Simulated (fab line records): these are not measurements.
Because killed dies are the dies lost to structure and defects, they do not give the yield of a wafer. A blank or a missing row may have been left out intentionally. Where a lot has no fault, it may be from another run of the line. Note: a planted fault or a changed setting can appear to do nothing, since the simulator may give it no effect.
A single fault, viewed from 3 desks / flow n5 finfet / every desk sees just its own numbers, and what lay behind them comes last

METROLOGY DESK
Means of the sampled wafers that have a number, per lot and without regard to the tool the lot ran on: this is what the gauges read. Marked OUT: a lot whose mean sits more than 4 standard deviations from the usual mean, which makes it out of limits; the brackets give that distance. 7 of its 10 readings are shown, namely those furthest out on some lot.
Columns: A = DIBL_P at N5_BEOL_M4_RC_MEAS_101, usual 35.8 mV/V; B = IOFF_P at N5_BEOL_M4_RC_MEAS_101, usual 0.20 nA/um; C = ION_N at N5_BEOL_M4_RC_MEAS_101, usual 670 uA/um; D = ION_P at N5_BEOL_M4_RC_MEAS_101, usual 459 uA/um; E = SS_N at N5_BEOL_M4_RC_MEAS_101, usual 71.5 mV/dec; F = VT_N at N5_BEOL_M4_RC_MEAS_101, usual 251 mV; G = VT_P at N5_BEOL_M4_RC_MEAS_101, usual -252 mV
lot=L409; first seen here=day 9 13:56; A=35.6; B=0.19; C=672; D=461; E=70.9; F=250; G=-253
lot=L411; first seen here=day 10 03:13; A=36.4; B=0.19; C=670; D=460; E=71.7; F=253; G=-252
lot=L412; first seen here=day 10 22:27; A=36.0; B=0.22; C=664; D=467; E=71.4; F=252; G=-247
lot=L413; first seen here=day 10 23:28; A=36.0; B=0.19; C=666; D=453; E=71.3; F=250; G=-252
lot=L415; first seen here=day 11 05:56; A=34.4; B=0.16; C=655; D=446; E=71.6; F=254; G=-256
lot=L416; first seen here=day 11 07:01; A=35.4; B=0.19; C=666; D=459; E=71.5; F=251; G=-251
lot=L417; first seen here=day 11 12:44; A=36.0; B=0.17; C=669; D=457; E=71.5; F=252; G=-257
lot=L420; first seen here=day 11 22:16; A=38.2; B=0.21; C=672; D=456; E=71.7; F=250; G=-253
lot=L419; first seen here=day 12 17:02; A=35.8; B=0.19; C=672; D=455; E=71.5; F=247; G=-253
lot=L423; first seen here=day 13 13:57; A=35.9; B=0.19; C=680; D=460; E=71.0; F=247; G=-253
Finding of this desk: none of the 10 lots has anything out of limits.

AT THE TOOL OWNER'S DESK: rie diel-05
The tool's own readings at N5_BEOL_M2_VIA_ETCH_34 (etches the open film in C4F6/O2, target depth 69.4 nm, time 65.9 s): means of the sampled wafers that have a number, for each lot that ran on this tool. Marked OUT: a lot whose mean sits more than 4 standard deviations from the usual mean, which makes it out of limits; the brackets give that distance.
Columns: A = drypump motor current A at N5_BEOL_M2_VIA_ETCH_34, usual 5.7 A; B = oes product au at N5_BEOL_M2_VIA_ETCH_34, usual 0.77 a.u.; C = rf fwd power W at N5_BEOL_M2_VIA_ETCH_34, usual 347.3 W; D = rf vpp V at N5_BEOL_M2_VIA_ETCH_34, usual 660 V; E = showerhead plenum p Torr at N5_BEOL_M2_VIA_ETCH_34, usual 2.85 Torr; F = throttle valve pct at N5_BEOL_M2_VIA_ETCH_34, usual 30.73 %
lot=L409; first seen here=day 7 17:41; A=5.4; B=0.76; C=347.0; D=662; E=2.85; F=30.68
lot=L411; first seen here=day 8 10:34; A=5.7; B=0.76; C=346.8; D=662; E=2.84; F=30.77
lot=L412; first seen here=day 9 03:21; A=5.4; B=0.79; C=345.6; D=655; E=2.83; F=30.73
lot=L419; first seen here=day 10 11:44; A=5.5; B=0.69; C=348.1; D=664; E=2.81; F=30.74
lot=L423; first seen here=day 11 12:08; A=5.6; B=0.74; C=318.1 (-21) OUT; D=689; E=2.83; F=30.81
This desk's finding: out of limits on L423; first on L423, day 11 12:08 (rf fwd power W at N5_BEOL_M2_VIA_ETCH_34). L409, L411, L412, L419 stayed within limits.

THE DEFECT DESK
For each lot, the counts of the inspections along the route, averaged over the sampled wafers that have a number. Marked OUT: a lot whose mean sits more than 4 standard deviations from the usual mean, which makes it out of limits; the brackets give that distance.
Columns: A = raw defect count at N5_BEOL_M2_INSPECT_13, usual 455
lot=L409; first seen here=day 7 00:13; A=411
lot=L411; first seen here=day 7 15:20; A=443
lot=L412; first seen here=day 7 21:10; A=423
lot=L413; first seen here=day 7 23:09; A=418
lot=L415; first seen here=day 8 16:20; A=415
lot=L416; first seen here=day 8 23:15; A=489
lot=L417; first seen here=day 9 07:26; A=375
lot=L420; first seen here=day 9 18:37; A=382
lot=L419; first seen here=day 10 02:59; A=407
lot=L423; first seen here=day 11 05:00; A=512
Finding of this desk: none of the 10 lots has anything out of limits.

ALL TOGETHER
The tool owner's desk had the chance to raise an alarm at day 11 12:08 on L423.
From the metrology desk's view, nothing was out of limits.
Nothing the defect desk looked at was out of limits.
The metrology desk has L423 on record, within its limits.
The defect desk has L423 on record, within its limits.
All the named lots went through N5_BEOL_M2_VIA_ETCH_34 on rie diel-05.

WHAT WAS PUT IN BY THE SIMULATOR
rie diel-05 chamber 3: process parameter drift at N5_BEOL_M2_VIA_ETCH_34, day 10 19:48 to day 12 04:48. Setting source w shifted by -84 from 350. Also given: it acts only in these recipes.
Struck lots among those shown: L423.
Hours from the fault's start to each desk's first reading out of limits: the tool owner's desk, 16.
